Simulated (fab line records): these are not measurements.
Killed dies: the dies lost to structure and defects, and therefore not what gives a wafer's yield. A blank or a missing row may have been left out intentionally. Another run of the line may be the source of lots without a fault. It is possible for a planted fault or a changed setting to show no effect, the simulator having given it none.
fab line records	flow nandHarc
[record] lots = 11	wafers = 33	lastDay = 22
route steps=1159 shown A_BONDPAD@1093 THIN_TSV@1102 END@1159
lots untouched by any fault: they come from a run of this same line in which no faults occurred
startH: hours from the record's first day to the start of the lot's first wafer shown	waitH: hours since the lot's step before	" the same as in the row above	L1.1+2: a row that stands for several wafers	- either no value or no given start	* or withheld: withheld	< > ~ a bound
route shown NAME@n: a module of which the file shows steps, and the number in the route of the first	usual: the fault-free wafers' mean and standard deviation	same: alike in all rows	chamber/n: place in a boat	sites: each site's reading	_std_site: their standard deviation	_edge_site: outer sites' mean less inner sites'	radiusMm: how far each site lies from the wafer's centre	mask NAME#n: copy n	behind: tool/chamber where the wafer was last shaped	hold: why the lot went on hold/how many hours it stayed there/how the hold came to an end	device: transistor that didn't switch, given as n, p or np	end of line: the same wafers' tests at the end of the route	a step given without rows: its recipe and nothing more	killed: at the first sort, the dies lost to defects and structure; wafer yield is something else	map: the dies of a wafer, with x for killed, . for not killed, _ for no die there
set.NAME: setting as actually run; set.NAME@STEP: the setting as run at that earlier step	model.NAME: the simulator's own value behind a step, which no gauge read
one table for each step of the route and one row for each wafer, over a sample of lots
services: when a tool's chamber went out of use (startH, in hours from the record's first day, below 0 if earlier), for how many hours, and the reason
[[steps]]
[step NHARC_A_BONDPAD_INSPECT_23]
[usual] rawDefectCount = 435/110
lot.wafer	tool	chamber	startH	waitH	rawDefectCount
L571.1	defectInspect-02	-	423.34	0.0	413
L571.2	"	-	"	"	358
L571.6	"	-	"	"	408
L570.1	defectInspect-01	-	426.91	0.0	342
L570.3	"	-	"	"	595
L570.4	"	-	"	"	351
L569.1	defectInspect-01	-	434.82	0.0	386
L569.2	"	-	"	"	369
L569.5	"	-	"	"	351
L572.2	defectInspect-02	-	434.98	0.0	304
L572.3	"	-	"	"	359
L572.4	"	-	"	"	399
L575.3	defectInspect-01	-	442.62	0.0	342
L575.4	"	-	"	"	407
L575.6	"	-	"	"	335
L577.1	defectInspect-02	-	457.69	0.0	345
L577.2	"	-	"	"	267
L577.5	"	-	"	"	433
L579.1	defectInspect-02	-	461.78	0.0	381
L579.3	"	-	"	"	748
L579.4	"	-	"	"	408
L576.1	defectInspect-01	-	463.41	0.0	326
L576.2	"	-	"	"	348
L576.6	"	-	"	"	383
L582.2	defectInspect-02	-	492.86	0.0	599
L582.4	"	-	"	"	564
L582.5	"	-	"	"	541
L581.1	defectInspect-01	-	500.40	0.0	452
L581.3	"	-	"	"	306
L581.6	"	-	"	"	303
L583.1	defectInspect-02	-	507.11	0.0	574
L583.2	"	-	"	"	755
L583.5	"	-	"	"	555
[step NHARC_THIN_TSV_CMP_01]
[recipe] targetThkUm = 3
[usual] motorCurrentA = 12.2/1.5
lot.wafer	tool	chamber	startH	waitH	motorCurrentA
L571.1	cmp-04	2	437.81	1.1	10.0
L571.2	"	3	"	"	12.5
L571.6	"	1	"	"	13.1
L570.4	cmp-04	1	439.00	0.4	12.2
L570.3	"	3	"	"	12.4
L570.1	"	0	"	"	9.5
L569.1	cmp-02	1	447.22	1.1	13.6
L569.2	"	2	"	"	11.5
L569.5	"	0	"	"	15.2
L572.2	cmp-04	3	448.39	0.8	12.6
L572.4	"	1	"	"	13.8
L572.3	"	2	"	"	10.8
L575.4	cmp-01	0	453.86	0.4	12.0
L575.3	"	1	"	"	14.6
L575.6	"	0	"	"	12.1
L577.2	cmp-02	1	470.22	0.9	12.8
L577.1	"	2	"	"	11.1
L577.5	"	0	"	"	15.3
L579.1	cmp-02	2	471.40	1.0	11.9
L579.4	"	3	"	"	11.2
L579.3	"	1	"	"	13.0
L576.1	cmp-04	1	476.65	1.0	14.2
L576.2	"	3	"	"	12.4
L576.6	"	2	"	"	10.1
L582.4	cmp-04	1	506.02	0.4	13.2
L582.2	"	2	"	"	9.8
L582.5	"	2	"	"	10.0
L583.1	cmp-04	1	514.70	1.0	12.8
L583.2	"	2	"	"	10.1
L583.5	"	2	"	"	10.0
L581.3	cmp-04	1	515.90	0.6	13.0
L581.1	"	0	"	"	9.8
L581.6	"	1	"	"	13.0
[step NHARC_THIN_TSV_ETCH_59]
[recipe] targetDepthA = 8800	icpW = 900	biasW = 100	Cl2_flow_sccm = 60	bcl3FlowSccm = 30	timeS = 138.1	chemistry = Cl2/BCl3
[usual] drypumpMotorCurrentA = 5.7/0.4	oesProductAu = 1.002/0.0073	throttleValvePct = 22.265/0.0085
lot.wafer	tool	chamber	startH	waitH	drypumpMotorCurrentA	oesProductAu	rfHoursCounterH	throttleValvePct
L571.1	rieMetal-02	1	445.34	0.1	5.9	1.015	1.6	22.264
L571.2	"	0	"	"	5.5	1.011	1.6	22.272
L571.6	"	0	"	"	5.5	1.018	-	22.250
L570.1	rieMetal-03	0	446.73	0.2	5.0	1.004	4.6	22.254
L570.4	"	1	"	"	6.2	0.992	-	22.256
L570.3	"	0	"	"	5.0	0.999	-	22.271
L569.1	rieMetal-02	1	455.12	0.1	5.9	1.004	1.8	22.275
L569.2	"	0	"	"	5.5	1.003	1.8	22.259
L569.5	"	0	"	"	5.5	0.995	-	22.252
L572.2	rieMetal-01	1	456.39	0.1	6.2	1.007	2.6	22.280
L572.4	"	0	"	"	5.3	1.013	-	22.263
L572.3	"	1	"	"	6.2	0.998	-	22.267
L575.4	rieMetal-02	0	461.43	0.2	5.5	1.001	-	22.265
L575.3	"	1	"	"	6.0	1.004	-	22.256
L575.6	"	1	"	"	6.0	1.005	-	22.247
L577.2	rieMetal-02	0	477.68	0.1	5.5	1.008	2.7	22.277
L577.1	"	1	"	"	5.9	1.007	2.7	22.269
L577.5	"	1	"	"	6.0	1.014	-	22.260
L579.1	rieMetal-03	0	479.09	0.1	5.0	0.999	0.4	22.282
L579.3	"	0	"	"	5.1	0.996	-	22.273
L579.4	"	1	"	"	6.2	0.996	-	22.266
L576.2	rieMetal-01	1	484.03	0.1	6.2	0.987	3.2	22.271
L576.1	"	0	"	"	5.2	1.005	5.7	22.258
L576.6	"	1	"	"	6.2	0.991	-	22.259
L582.2	rieMetal-03	0	513.75	0.1	5.0	1.010	1.2	22.260
L582.4	"	0	"	"	5.0	1.011	-	22.257
L582.5	"	0	"	"	5.0	1.001	-	22.249
L583.2	rieMetal-01	0	522.52	0.1	5.2	0.997	0.0	22.264
L583.1	"	1	"	"	6.2	0.990	0.0	22.271
L583.5	"	0	"	"	5.2	1.004	-	22.259
L581.1	rieMetal-02	1	523.49	0.1	5.9	1.004	4.1	22.252
L581.3	"	1	"	"	5.9	1.005	-	22.256
L581.6	"	0	"	"	5.5	1.003	-	22.275
[step NHARC_THIN_TSV_ANNEAL_58]
[recipe] tempC = 400	timeS = 1800
[usual] spikeTcBottomC = 424.3/1.6	spikeTcCentreC = 400.8/1.4	spikeTcLowerC = 400.9/0.97	spikeTcTopC = 429.9/1.9	spikeTcUpperC = 399.8/1.3	zonePowerCentrePct = 4.69/0.22	zonePowerLowerPct = 4.57/0.1	zonePowerTopPct = 11.1/0.48
lot.wafer	tool	chamber	startH	waitH	spikeTcBottomC	spikeTcCentreC	spikeTcLowerC	spikeTcTopC	spikeTcUpperC	zonePowerCentrePct	zonePowerLowerPct	zonePowerTopPct
L570.1	furnace-02	0	448.00	0.1	427.4	400.9	400.3	429.8	399.7	4.79	4.63	11.9
L570.3	"	0	"	"	423.5	402.0	401.3	428.8	398.9	4.78	4.79	11.5
L570.4	"	0	"	"	425.4	402.7	401.1	430.9	399.8	4.78	4.71	11.6
L571.1	furnace-02	0	448.00	1.5	424.1	402.9	399.6	428.9	399.8	4.76	4.62	11.7
L571.2	"	0	"	"	424.4	400.7	401.5	428.9	400.9	4.84	4.68	11.6
L571.6	"	0	"	"	425.9	402.7	401.0	431.1	399.1	4.81	4.69	11.6
L569.1	furnace-06	0	459.27	3.0	424.5	399.9	402.4	431.7	399.7	4.84	4.44	11.0
L569.2	"	0	"	"	423.7	400.1	401.2	431.5	400.6	4.82	4.47	11.1
L569.5	"	0	"	"	423.3	401.5	400.8	431.7	399.7	4.88	4.47	11.0
L572.2	furnace-06	0	459.27	1.6	422.5	399.6	401.0	432.5	401.1	4.82	4.52	10.9
L572.3	"	0	"	"	422.9	399.2	401.3	429.8	401.0	4.74	4.49	10.9
L572.4	"	0	"	"	422.3	398.5	401.4	429.3	399.7	4.86	4.50	10.9
L575.3	furnace-02	0	465.63	2.8	426.6	401.4	399.5	429.9	399.0	4.77	4.63	11.7
L575.4	"	0	"	"	426.1	399.9	399.8	429.2	398.1	4.71	4.71	11.4
L575.6	"	0	"	"	426.3	400.4	401.4	428.9	398.0	4.72	4.74	11.6
L577.1	furnace-05	0	483.41	4.6	425.2	400.9	400.3	427.6	397.4	4.24	4.51	10.2
L577.2	"	0	"	"	427.1	403.4	399.5	425.4	397.5	4.23	4.50	10.2
L577.5	"	0	"	"	425.3	401.6	400.7	426.6	398.5	4.17	4.48	10.1
L579.1	furnace-05	0	483.41	3.2	426.4	401.3	401.2	427.6	398.5	4.18	4.61	10.3
L579.3	"	0	"	"	426.1	400.4	401.9	425.9	397.7	4.19	4.51	10.4
L579.4	"	0	"	"	425.1	402.5	399.7	426.7	398.4	4.19	4.51	10.1
L576.1	furnace-06	0	488.28	3.0	424.4	397.9	399.5	431.2	402.2	4.79	4.54	10.9
L576.2	"	0	"	"	423.1	399.7	400.6	431.9	400.5	4.81	4.50	10.9
L576.6	"	0	"	"	422.9	398.7	401.9	432.2	399.6	4.73	4.53	10.8
L582.2	furnace-02	0	520.54	5.6	426.2	401.6	400.3	430.1	398.4	4.78	4.69	11.8
L582.4	"	0	"	"	425.9	400.8	403.6	430.2	400.0	4.74	4.63	11.7
L582.5	"	0	"	"	425.8	402.7	401.3	429.6	399.4	4.80	4.64	11.6
L581.1	furnace-06	0	526.68	2.0	447.3	423.9	426.2	454.3	426.9	5.26	4.88	11.9
L581.3	"	0	"	"	447.2	422.6	425.7	454.6	424.5	5.23	5.01	12.0
L581.6	"	0	"	"	447.0	425.0	425.6	453.9	422.0	5.26	4.88	11.9
L583.1	furnace-06	0	526.68	3.0	446.5	425.8	426.2	454.9	425.8	5.27	4.97	12.0
L583.2	"	0	"	"	447.7	424.2	424.3	452.8	426.1	5.27	5.05	11.8
L583.5	"	0	"	"	446.1	422.8	424.7	453.8	425.4	5.19	5.00	11.9
[step NHARC_END_SORT_01]
[recipe] tempC = 25
[usual] defectLimitedYield = 95.4/1.4	killedAtArray = 27/9.3	killedAtOther = 0.9/1.3	killedAtPeriphery = 3.6/2.7	killedDies = 31/9.7	killedOpen = 3.3/1.8	killedShort = 2.0/1.5	sort_bin_2_pct = 1.4/0.63	sort_bin_3_pct = 0.25/0.21	sort_bin_4_pct = 2.9/0.93	sortNPass = 646/9.7	sortRimYieldPct = 95/3.1	sortYieldPct = 95.4/1.4
[same] grossDies = 677	sort_bin_5_pct[%] = 0	sort_bin_6_pct[%] = 0	sort_bin_7_pct[%] = 0	sort_bin_8_pct[%] = 0	sortRimNGross = 106.00
lot.wafer	tool	chamber	startH	waitH	defectLimitedYield[%]	killedAtArray	killedAtOther	killedAtPeriphery	killedDies	killedOpen	killedShort	sort_bin_2_pct[%]	sort_bin_3_pct[%]	sort_bin_4_pct[%]	sortNPass	sortRimYieldPct[%]	sortYieldPct[%]
L581.1	prober-02	0	531.16	2.5	94.7	31	1	4	36	4	2	1.5	0	3.8	641	95	94.7
L581.3	prober-02	0	532.76	3.1	95.7	28	0	1	29	6	0	1.5	0.15	2.7	648	96	95.7
L581.6	prober-02	0	535.15	4.0	95.4	29	1	1	31	1	3	1.3	0.30	3.0	646	97	95.4
L583.5	prober-01	0	536.05	3.7	95.9	22	2	4	28	5	1	0.9	0.59	2.7	649	93	95.9
// killed by level:class
L581.1 A_SLIT:chamberFilmFlake=12 A_CHANNEL_HOLE_D1:chamberFilmFlake=9 A_ZERO_WELL:chamberFilmFlake=2 A_CHANNEL_FILL_D1:chamberFilmFlake=2 A_CONTACT:chamberFilmFlake=2 P_M0:geometricParticle:short=1 P_M1:geometricParticle:open=1 P_M2:geometricParticle:open=1
L581.3 A_SLIT:chamberFilmFlake=11 A_CHANNEL_HOLE_D1:chamberFilmFlake=5 A_BLC:chamberFilmFlake=5 A_CONTACT:geometricParticle:open=2 P_M2:geometricParticle:open=1 A_CHANNEL_HOLE_D1:geometricParticle:open=1 A_CHANNEL_FILL_D1:geometricParticle:open=1 A_WL_FILL:geometricParticle:open=1
L581.6 A_SLIT:chamberFilmFlake=8 A_CONTACT:chamberFilmFlake=7 A_BLC:chamberFilmFlake=5 A_CHANNEL_HOLE_D1:chamberFilmFlake=3 A_CHANNEL_FILL_D1:geometricParticle:short=1 A_WL_FILL:geometricParticle:short=1 A_CONTACT:geometricParticle:short=1 A_CONTACT:geometricParticle:open=1
L583.5 A_CONTACT:chamberFilmFlake=8 A_CHANNEL_HOLE_D1:chamberFilmFlake=5 A_M0:geometricParticle:open=2 P_M1:chamberFilmFlake=2 THIN_TSV:chamberFilmFlake=2 A_ONON_D1:geometricParticle:open=1 A_STAIRCASE:geometricParticle:short=1 A_STAIRCASE:geometricParticle:open=1
[[services]]
tool	chamber	startH	hours	kind
cmp-02	-	428.79	4.0	pm
cmp-02	-	432.79	-	consumableReplace:conditioner
cmp-02	-	432.79	-	consumableReplace:pad
cmp-01	-	447.06	0.9	repair
cmp-01	-	451.25	1.5	repair
rieMetal-03	-	453.00	9.0	pm
rieMetal-03	0	453.00	9.0	ventCycle
rieMetal-03	1	453.00	9.0	ventCycle
rieMetal-01	-	460.73	0.6	repair
rieMetal-03	0	462.00	-	clean
rieMetal-03	1	462.00	-	clean
rieMetal-01	-	468.39	0.4	repair
rieMetal-01	1	472.31	5.4	repair
cmp-01	-	473.50	4.0	pm
cmp-01	-	477.50	-	consumableReplace:conditioner
cmp-04	-	497.10	4.0	pm
cmp-04	-	501.10	-	consumableReplace:conditioner
cmp-04	-	501.10	-	consumableReplace:pad
rieMetal-01	-	509.00	9.0	pm
rieMetal-01	0	509.00	9.0	ventCycle
rieMetal-01	1	509.00	9.0	ventCycle
cmp-02	-	515.97	0.9	repair
rieMetal-01	0	518.00	-	clean
rieMetal-01	1	518.00	-	clean
[[key]]
[firstSign] step = NHARC_THIN_TSV_ANNEAL_58	reading = spikeTcLowerC	direction = up	sigmas = 25	usual = 400.9	struck = 425.5
[effect] step = NHARC_THIN_TSV_ANNEAL_58	reading = spikeTcUpperC	direction = up	sigmas = 19	usual = 399.8	struck = 425.1
metAt NHARC_THIN_TSV_ANNEAL_58
struckLots L581,L583
notActingAt NHARC_A_BONDPAD_INSPECT_23,NHARC_THIN_TSV_CMP_01,NHARC_THIN_TSV_ETCH_59
onsetBetween 488.28 526.68
[fault] kind = processParameterDrift	tool = furnace-06	chamber = -	onsetH = 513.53	steps = NHARC_THIN_TSV_ANNEAL_58	channel = tempC	offset = *	shape = step	endH = 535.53	actsIn = *	stated = *
